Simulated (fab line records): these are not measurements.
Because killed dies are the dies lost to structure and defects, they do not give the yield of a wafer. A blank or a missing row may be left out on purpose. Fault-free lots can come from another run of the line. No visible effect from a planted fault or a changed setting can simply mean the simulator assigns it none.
fab line records / flow nand_harc
[record] lots = 6 wafers = 18 last_day = 33
route steps=1302 shown P_BONDPAD@386 A_START@389 A_ZERO_WELL@390 END@1302
lots that met no fault: from a run of the same line without faults
start_h: start of the lot's first displayed wafer, in hours after the record's first day / wait_h: hours from the lot's prior step to this one / " same as the row above / L1.1+2: a row that stands for several wafers / - no value present, or no start provided / * or withheld: withheld / < > ~ a bound
route shown NAME@n: names a module that has steps shown in the file, with the first one's number in the route / usual: mean and standard deviation over wafers with no fault / same: alike in all rows / chamber/n: place in a boat / sites: per-site readings / _std_site: the values' standard deviation / _edge_site: outer sites' mean less inner sites' / radius_mm: how far each site lies from the wafer's centre / mask NAME#n: copy n / behind: tool/chamber where the wafer was last shaped / hold: what put the lot on hold/how long, in hours/how the hold closed / device: the transistor (n, p or np) that didn't switch / end of line: the same wafers' tests at the end of the route / for a step that has no rows: nothing shown but its recipe / killed: dies lost to structure and defects at the first sort, not the wafer's yield / map: a wafer's dies, marking killed ones x, the rest . and places with no die _
set.NAME: the setting as run; set.NAME@STEP: as run at that earlier step / model.NAME: the simulator's own value behind a step, which no gauge read
certain route steps with their lots: each step a table, each wafer a row
services: the hour from which a tool's chamber was out of use, counted from the record's first day as start_h (under 0 if before that day), plus the number of hours and why
[[steps]]
[step NHARC_P_BONDPAD_ACTIVATE_29]
[recipe] time_s = 60 n2_flow_sccm = 200 ar_flow_sccm = 0 bias_power_w = 0 chemistry = N2
[usual] drypump_motor_current_A = 5.6/0.31 oes_product_au = 0.993/0.014 rf_vpp_V = 64.4/0.84 showerhead_plenum_p_Torr = 1.81/0.081
lot.wafer=L846.3 tool=rie_diel-10 chamber=2 start_h=147.99 wait_h=0.1 drypump_motor_current_A=5.7 oes_product_au=0.971 rf_hours_counter_h=3.9 rf_vpp_V=63.6 showerhead_plenum_p_Torr=1.77
lot.wafer=L846.2 tool=rie_diel-10 chamber=3 start_h=147.99 wait_h=0.1 drypump_motor_current_A=5.4 oes_product_au=0.995 rf_hours_counter_h=3.8 rf_vpp_V=65.5 showerhead_plenum_p_Torr=1.90
lot.wafer=L846.5 tool=rie_diel-10 chamber=1 start_h=147.99 wait_h=0.1 drypump_motor_current_A=5.6 oes_product_au=1.007 rf_hours_counter_h=- rf_vpp_V=64.2 showerhead_plenum_p_Torr=1.74
lot.wafer=L852.2 tool=rie_diel-01 chamber=3 start_h=195.29 wait_h=0.1 drypump_motor_current_A=5.3 oes_product_au=0.996 rf_hours_counter_h=11.3 rf_vpp_V=64.8 showerhead_plenum_p_Torr=1.86
lot.wafer=L852.4 tool=rie_diel-01 chamber=2 start_h=195.29 wait_h=0.1 drypump_motor_current_A=5.3 oes_product_au=1.001 rf_hours_counter_h=9.7 rf_vpp_V=64.5 showerhead_plenum_p_Torr=1.71
lot.wafer=L852.6 tool=rie_diel-01 chamber=3 start_h=195.29 wait_h=0.1 drypump_motor_current_A=5.2 oes_product_au=1.003 rf_hours_counter_h=- rf_vpp_V=63.6 showerhead_plenum_p_Torr=1.86
lot.wafer=L857.3 tool=rie_diel-10 chamber=1 start_h=251.87 wait_h=0.1 drypump_motor_current_A=5.6 oes_product_au=0.990 rf_hours_counter_h=0.0 rf_vpp_V=62.0 showerhead_plenum_p_Torr=1.74
lot.wafer=L857.5 tool=rie_diel-10 chamber=1 start_h=251.87 wait_h=0.1 drypump_motor_current_A=5.6 oes_product_au=0.998 rf_hours_counter_h=- rf_vpp_V=63.3 showerhead_plenum_p_Torr=1.74
lot.wafer=L857.6 tool=rie_diel-10 chamber=2 start_h=251.87 wait_h=0.1 drypump_motor_current_A=5.7 oes_product_au=0.975 rf_hours_counter_h=- rf_vpp_V=63.4 showerhead_plenum_p_Torr=1.76
lot.wafer=L858.2 tool=rie_diel-01 chamber=1 start_h=255.80 wait_h=0.1 drypump_motor_current_A=6.2 oes_product_au=0.992 rf_hours_counter_h=1.6 rf_vpp_V=64.4 showerhead_plenum_p_Torr=1.69
lot.wafer=L858.6 tool=rie_diel-01 chamber=2 start_h=255.80 wait_h=0.1 drypump_motor_current_A=5.3 oes_product_au=0.999 rf_hours_counter_h=- rf_vpp_V=63.4 showerhead_plenum_p_Torr=1.70
lot.wafer=L858.5 tool=rie_diel-01 chamber=3 start_h=255.80 wait_h=0.1 drypump_motor_current_A=5.2 oes_product_au=1.001 rf_hours_counter_h=- rf_vpp_V=65.9 showerhead_plenum_p_Torr=1.86
lot.wafer=L866.2 tool=rie_diel-12 chamber=0 start_h=353.34 wait_h=0.1 drypump_motor_current_A=6.2 oes_product_au=1.006 rf_hours_counter_h=1.9 rf_vpp_V=64.3 showerhead_plenum_p_Torr=1.86
lot.wafer=L866.6 tool=rie_diel-12 chamber=0 start_h=353.34 wait_h=0.1 drypump_motor_current_A=6.2 oes_product_au=1.005 rf_hours_counter_h=- rf_vpp_V=64.6 showerhead_plenum_p_Torr=1.86
lot.wafer=L866.5 tool=rie_diel-12 chamber=1 start_h=353.34 wait_h=0.1 drypump_motor_current_A=5.6 oes_product_au=1.007 rf_hours_counter_h=- rf_vpp_V=62.7 showerhead_plenum_p_Torr=1.68
lot.wafer=L869.3 tool=rie_diel-12 chamber=3 start_h=367.54 wait_h=0.1 drypump_motor_current_A=5.7 oes_product_au=0.981 rf_hours_counter_h=2.6 rf_vpp_V=65.6 showerhead_plenum_p_Torr=1.89
lot.wafer=L869.6 tool=rie_diel-12 chamber=3 start_h=367.54 wait_h=0.1 drypump_motor_current_A=5.7 oes_product_au=0.976 rf_hours_counter_h=- rf_vpp_V=65.2 showerhead_plenum_p_Torr=1.89
lot.wafer=L869.4 tool=rie_diel-12 chamber=0 start_h=367.54 wait_h=0.1 drypump_motor_current_A=6.2 oes_product_au=0.997 rf_hours_counter_h=- rf_vpp_V=64.3 showerhead_plenum_p_Torr=1.86
[step NHARC_P_BONDPAD_PRECLEAN_30]
[recipe] time_s = 300 temp_c = 23 chemistry = DIW
[step NHARC_P_BONDPAD_SRD_31]
[recipe] time_s = 30 temp_c = 23 dry_time_s = 20 spin_rpm = 1500
[step NHARC_A_START_INSPECT_01]
[usual] raw_defect_count = 3.5/2
lot.wafer=L846.2 tool=defect_inspect-01 chamber=- start_h=148.39 wait_h=- raw_defect_count=3
lot.wafer=L846.3 tool=defect_inspect-01 chamber=- start_h=148.39 wait_h=- raw_defect_count=4
lot.wafer=L846.5 tool=defect_inspect-01 chamber=- start_h=148.39 wait_h=- raw_defect_count=4
lot.wafer=L852.2 tool=defect_inspect-01 chamber=- start_h=195.70 wait_h=- raw_defect_count=2
lot.wafer=L852.4 tool=defect_inspect-01 chamber=- start_h=195.70 wait_h=- raw_defect_count=7
lot.wafer=L852.6 tool=defect_inspect-01 chamber=- start_h=195.70 wait_h=- raw_defect_count=2
lot.wafer=L857.3 tool=defect_inspect-01 chamber=- start_h=252.29 wait_h=- raw_defect_count=6
lot.wafer=L857.5 tool=defect_inspect-01 chamber=- start_h=252.29 wait_h=- raw_defect_count=3
lot.wafer=L857.6 tool=defect_inspect-01 chamber=- start_h=252.29 wait_h=- raw_defect_count=5
lot.wafer=L858.2 tool=defect_inspect-02 chamber=- start_h=256.17 wait_h=- raw_defect_count=5
lot.wafer=L858.5 tool=defect_inspect-02 chamber=- start_h=256.17 wait_h=- raw_defect_count=4
lot.wafer=L858.6 tool=defect_inspect-02 chamber=- start_h=256.17 wait_h=- raw_defect_count=6
lot.wafer=L866.2 tool=defect_inspect-01 chamber=- start_h=353.75 wait_h=- raw_defect_count=2
lot.wafer=L866.5 tool=defect_inspect-01 chamber=- start_h=353.75 wait_h=- raw_defect_count=7
lot.wafer=L866.6 tool=defect_inspect-01 chamber=- start_h=353.75 wait_h=- raw_defect_count=4
lot.wafer=L869.3 tool=defect_inspect-01 chamber=- start_h=367.96 wait_h=- raw_defect_count=1
lot.wafer=L869.4 tool=defect_inspect-01 chamber=- start_h=367.96 wait_h=- raw_defect_count=8
lot.wafer=L869.6 tool=defect_inspect-01 chamber=- start_h=367.96 wait_h=- raw_defect_count=3
[step NHARC_A_ZERO_WELL_PRECLEAN_00]
[recipe] time_s = 600 temp_c = 120 chemistry = SPM
[step NHARC_A_ZERO_WELL_SRD_01]
[step NHARC_A_ZERO_WELL_DEHYDRATE_02]
[recipe] temp_c = 150 time_s = 120
[step NHARC_A_ZERO_WELL_HMDS_03]
[recipe] time_s = 30
[step NHARC_A_ZERO_WELL_COAT_18]
[recipe] temp_c = 200 time_s = 65
[step NHARC_A_ZERO_WELL_COAT_04]
[recipe] spin_rpm = 2000 resist_thk_nm = 600
[step NHARC_A_ZERO_WELL_SOFTBAKE_05]
[recipe] temp_c = 125 time_s = 70
[step NHARC_A_ZERO_WELL_EBR_06]
[step NHARC_A_ZERO_WELL_EXPOSE_07]
[recipe] na = 0.55 dose_mj = 33.85 mask_id = A_ZERO
[usual] exposure_dose_mJ_cm2 = 33.82/0.037
lot.wafer=L846.2 tool=krf_scanner-04 chamber=0 start_h=148.96 wait_h=- mask=A_ZERO#0 exposure_dose_mJ_cm2=33.84
lot.wafer=L846.3 tool=krf_scanner-04 chamber=0 start_h=148.96 wait_h=- mask=A_ZERO#0 exposure_dose_mJ_cm2=33.88
lot.wafer=L846.5 tool=krf_scanner-04 chamber=0 start_h=148.96 wait_h=- mask=A_ZERO#0 exposure_dose_mJ_cm2=33.88
lot.wafer=L852.2 tool=krf_scanner-02 chamber=0 start_h=196.39 wait_h=- mask=A_ZERO#0 exposure_dose_mJ_cm2=33.79
lot.wafer=L852.4 tool=krf_scanner-02 chamber=0 start_h=196.39 wait_h=- mask=A_ZERO#0 exposure_dose_mJ_cm2=33.81
lot.wafer=L852.6 tool=krf_scanner-02 chamber=0 start_h=196.39 wait_h=- mask=A_ZERO#0 exposure_dose_mJ_cm2=33.75
lot.wafer=L857.3 tool=krf_scanner-02 chamber=0 start_h=252.99 wait_h=- mask=A_ZERO#0 exposure_dose_mJ_cm2=35.32
lot.wafer=L857.5 tool=krf_scanner-02 chamber=0 start_h=252.99 wait_h=- mask=A_ZERO#0 exposure_dose_mJ_cm2=35.28
lot.wafer=L857.6 tool=krf_scanner-02 chamber=0 start_h=252.99 wait_h=- mask=A_ZERO#0 exposure_dose_mJ_cm2=35.38
lot.wafer=L858.2 tool=krf_scanner-02 chamber=0 start_h=256.74 wait_h=- mask=A_ZERO#0 exposure_dose_mJ_cm2=34.96
lot.wafer=L858.5 tool=krf_scanner-02 chamber=0 start_h=256.74 wait_h=- mask=A_ZERO#0 exposure_dose_mJ_cm2=34.99
lot.wafer=L858.6 tool=krf_scanner-02 chamber=0 start_h=256.74 wait_h=- mask=A_ZERO#0 exposure_dose_mJ_cm2=34.96
lot.wafer=L866.2 tool=krf_scanner-03 chamber=0 start_h=354.31 wait_h=- mask=A_ZERO#0 exposure_dose_mJ_cm2=33.87
lot.wafer=L866.5 tool=krf_scanner-03 chamber=0 start_h=354.31 wait_h=- mask=A_ZERO#0 exposure_dose_mJ_cm2=33.83
lot.wafer=L866.6 tool=krf_scanner-03 chamber=0 start_h=354.31 wait_h=- mask=A_ZERO#0 exposure_dose_mJ_cm2=33.86
lot.wafer=L869.3 tool=krf_scanner-04 chamber=0 start_h=368.65 wait_h=- mask=A_ZERO#0 exposure_dose_mJ_cm2=33.83
lot.wafer=L869.4 tool=krf_scanner-04 chamber=0 start_h=368.65 wait_h=- mask=A_ZERO#0 exposure_dose_mJ_cm2=33.85
lot.wafer=L869.6 tool=krf_scanner-04 chamber=0 start_h=368.65 wait_h=- mask=A_ZERO#0 exposure_dose_mJ_cm2=33.80
[step NHARC_A_ZERO_WELL_PEB_08]
[recipe] peb_temp_c = 128 peb_time_s = 80
[step NHARC_END_SORT_01]
[recipe] temp_c = 25
[usual] killed_at_array = 61/24 killed_at_other = 1.2/1.3 killed_at_periphery = 3.7/2.6 killed_dies = 66/23 killed_open = 3.3/1.8 killed_short = 2.4/1.6
[same] gross_dies = 677
lot.wafer=L852.2 tool=prober-02 chamber=0 start_h=622.77 wait_h=2.8 killed_at_array=49 killed_at_other=0 killed_at_periphery=3 killed_dies=52 killed_open=2 killed_short=1
lot.wafer=L852.4 tool=prober-02 chamber=0 start_h=624.36 wait_h=3.4 killed_at_array=54 killed_at_other=1 killed_at_periphery=0 killed_dies=55 killed_open=1 killed_short=1
lot.wafer=L852.6 tool=prober-02 chamber=0 start_h=625.96 wait_h=4.0 killed_at_array=58 killed_at_other=4 killed_at_periphery=1 killed_dies=63 killed_open=7 killed_short=3
lot.wafer=L857.3 tool=prober-01 chamber=0 start_h=680.88 wait_h=3.1 killed_at_array=75 killed_at_other=1 killed_at_periphery=2 killed_dies=78 killed_open=1 killed_short=3
lot.wafer=L857.5 tool=prober-01 chamber=0 start_h=682.48 wait_h=3.7 killed_at_array=80 killed_at_other=0 killed_at_periphery=3 killed_dies=83 killed_open=3 killed_short=1
lot.wafer=L857.6 tool=prober-01 chamber=0 start_h=683.28 wait_h=4.0 killed_at_array=87 killed_at_other=0 killed_at_periphery=3 killed_dies=90 killed_open=3 killed_short=3
lot.wafer=L866.2 tool=prober-02 chamber=0 start_h=773.19 wait_h=2.8 killed_at_array=80 killed_at_other=0 killed_at_periphery=4 killed_dies=84 killed_open=4 killed_short=2
lot.wafer=L866.5 tool=prober-02 chamber=0 start_h=775.58 wait_h=3.7 killed_at_array=86 killed_at_other=1 killed_at_periphery=3 killed_dies=90 killed_open=7 killed_short=4
lot.wafer=L866.6 tool=prober-02 chamber=0 start_h=776.38 wait_h=4.0 killed_at_array=93 killed_at_other=1 killed_at_periphery=0 killed_dies=94 killed_open=2 killed_short=5
// killed by level:class
L852.2 A_CHANNEL_HOLE_D1:chamber_film_flake=33 A_CHANNEL_HOLE_D2:chamber_film_flake=10 A_STAIRCASE:chamber_film_flake=3 P_GATE:geometric_particle:open=1 A_DECK1_JOINT:geometric_particle:short=1 A_BLC:geometric_particle:open=1 P_ZERO_WELL:chamber_film_flake=1 P_GATE:chamber_film_flake=1
L852.4 A_CHANNEL_HOLE_D1:chamber_film_flake=33 A_CHANNEL_HOLE_D2:chamber_film_flake=14 A_CONTACT:chamber_film_flake=2 A_CHANNEL_FILL_D1:geometric_particle:open=1 A_WL_FILL:geometric_particle:short=1 A_ZERO_WELL:chamber_film_flake=1 A_CHANNEL_FILL_D2:chamber_film_flake=1 A_STAIRCASE:chamber_film_flake=1
L852.6 A_CHANNEL_HOLE_D1:chamber_film_flake=29 A_CHANNEL_HOLE_D2:chamber_film_flake=11 A_CHANNEL_FILL_D2:geometric_particle:open=4 THIN_TSV:chamber_film_flake=4 A_DECK1_JOINT:geometric_particle:open=2 A_CHANNEL_FILL_D2:geometric_particle:short=2 A_DECK1_JOINT:chamber_film_flake=2 A_CHANNEL_FILL_D2:chamber_film_flake=2
L857.3 A_CHANNEL_HOLE_D1:chamber_film_flake=31 A_SLIT:chamber_film_flake=29 A_CHANNEL_FILL_D2:chamber_film_flake=4 A_CHANNEL_HOLE_D2:chamber_film_flake=3 A_M0:geometric_particle:short=2 A_SGD_CUT:chamber_film_flake=2 A_STAIRCASE:chamber_film_flake=2 P_M0:geometric_particle:open=1
L857.5 A_SLIT:chamber_film_flake=30 A_CHANNEL_HOLE_D1:chamber_film_flake=29 A_CHANNEL_FILL_D2:chamber_film_flake=6 A_SGD_CUT:chamber_film_flake=5 A_WL_FILL:chamber_film_flake=3 A_CONTACT:geometric_particle:open=2 P_BONDPAD:chamber_film_flake=2 A_M0:geometric_particle:short=1
L857.6 A_CHANNEL_HOLE_D1:chamber_film_flake=35 A_SLIT:chamber_film_flake=28 A_SGD_CUT:chamber_film_flake=7 A_WL_FILL:chamber_film_flake=6 A_STAIRCASE:chamber_film_flake=4 P_BONDPAD:chamber_film_flake=2 P_CONTACT:geometric_particle:open=1 A_CHANNEL_HOLE_D1:geometric_particle:short=1
L866.2 A_CHANNEL_HOLE_D2:chamber_film_flake=25 A_CHANNEL_HOLE_D1:chamber_film_flake=18 A_SLIT:chamber_film_flake=17 A_CONTACT:chamber_film_flake=7 A_STAIRCASE:chamber_film_flake=6 A_CHANNEL_FILL_D2:chamber_film_flake=3 P_STI:geometric_particle:open=1 P_CONTACT:geometric_particle:open=1
L866.5 A_SLIT:chamber_film_flake=33 A_CHANNEL_HOLE_D2:chamber_film_flake=21 A_CHANNEL_HOLE_D1:chamber_film_flake=12 A_CONTACT:chamber_film_flake=6 A_STAIRCASE:chamber_film_flake=5 A_WL_FILL:geometric_particle:open=3 P_M0:geometric_particle:open=1 A_CHANNEL_HOLE_D1:geometric_particle:open=1
L866.6 A_SLIT:chamber_film_flake=34 A_CHANNEL_HOLE_D2:chamber_film_flake=27 A_CHANNEL_HOLE_D1:chamber_film_flake=8 A_STAIRCASE:chamber_film_flake=8 A_CONTACT:chamber_film_flake=8 A_ONON_D2:geometric_particle:short=2 A_SOURCE_PLATE:geometric_particle:short=1 A_CHANNEL_FILL_D1:geometric_particle:open=1
[[services]]
tool=krf_scanner-03 chamber=- start_h=127.94 hours=2.4 kind=repair
tool=krf_scanner-02 chamber=0 start_h=137.34 hours=- kind=calibration
tool=rie_diel-10 chamber=2 start_h=157.98 hours=2.0 kind=repair
tool=krf_scanner-02 chamber=- start_h=179.07 hours=0.4 kind=repair
tool=krf_scanner-04 chamber=- start_h=182.00 hours=4.0 kind=pm
tool=rie_diel-12 chamber=0 start_h=183.76 hours=5.4 kind=repair
tool=rie_diel-01 chamber=0 start_h=185.87 hours=6.5 kind=repair
tool=rie_diel-10 chamber=1 start_h=189.39 hours=11.8 kind=repair
tool=rie_diel-12 chamber=- start_h=192.65 hours=5.0 kind=repair
tool=rie_diel-01 chamber=- start_h=203.96 hours=9.0 kind=pm
tool=rie_diel-12 chamber=2 start_h=204.09 hours=4.3 kind=repair
tool=krf_scanner-02 chamber=- start_h=209.52 hours=1.2 kind=repair
tool=rie_diel-01 chamber=1 start_h=213.72 hours=9.4 kind=repair
tool=rie_diel-12 chamber=0 start_h=227.09 hours=19.7 kind=repair
tool=krf_scanner-03 chamber=- start_h=234.09 hours=4.0 kind=pm
tool=rie_diel-10 chamber=- start_h=242.63 hours=9.0 kind=pm
tool=krf_scanner-02 chamber=- start_h=266.02 hours=4.0 kind=pm
tool=rie_diel-12 chamber=- start_h=268.40 hours=9.0 kind=pm
tool=krf_scanner-02 chamber=0 start_h=296.91 hours=- kind=calibration
tool=krf_scanner-04 chamber=- start_h=313.46 hours=0.6 kind=repair
tool=krf_scanner-04 chamber=- start_h=315.37 hours=3.7 kind=repair
tool=rie_diel-01 chamber=- start_h=351.14 hours=0.8 kind=repair
tool=krf_scanner-04 chamber=- start_h=354.00 hours=4.0 kind=pm
tool=rie_diel-12 chamber=1 start_h=363.71 hours=4.1 kind=repair
[[key]]
[first_sign] step = NHARC_A_ZERO_WELL_EXPOSE_07 reading = exposure_dose_mJ_cm2 direction = up sigmas = 36 usual = 33.82 struck = 35.15
effect none on later readings
met_at NHARC_A_ZERO_WELL_EXPOSE_07
struck_wafers L857.3,L857.5,L857.6,L858.2,L858.5,L858.6
tester_left_out L857,L858
[loop_trim] step = NHARC_A_ZERO_WELL_EXPOSE_07 setting = dose lots = L858
onset_between 196.39 252.99
[fault] kind = process_parameter_drift tool = krf_scanner-02 chamber = - onset_h = 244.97 steps = NHARC_A_ZERO_WELL_EXPOSE_07 channel = dose_mj offset = 1.5054 shape = step acts_in = these_recipes_only stated = 33.85
// tester_left_out: of these lots the tester's yield and bins aren't shown, on N5 and GAA mostly nor the transistor test; their killed dies are dies lost to structure and defects alone, not to doping, threshold or leakage, so they don't give the yield
// loop_trim: a control loop set the setting to another value than it would have without faults
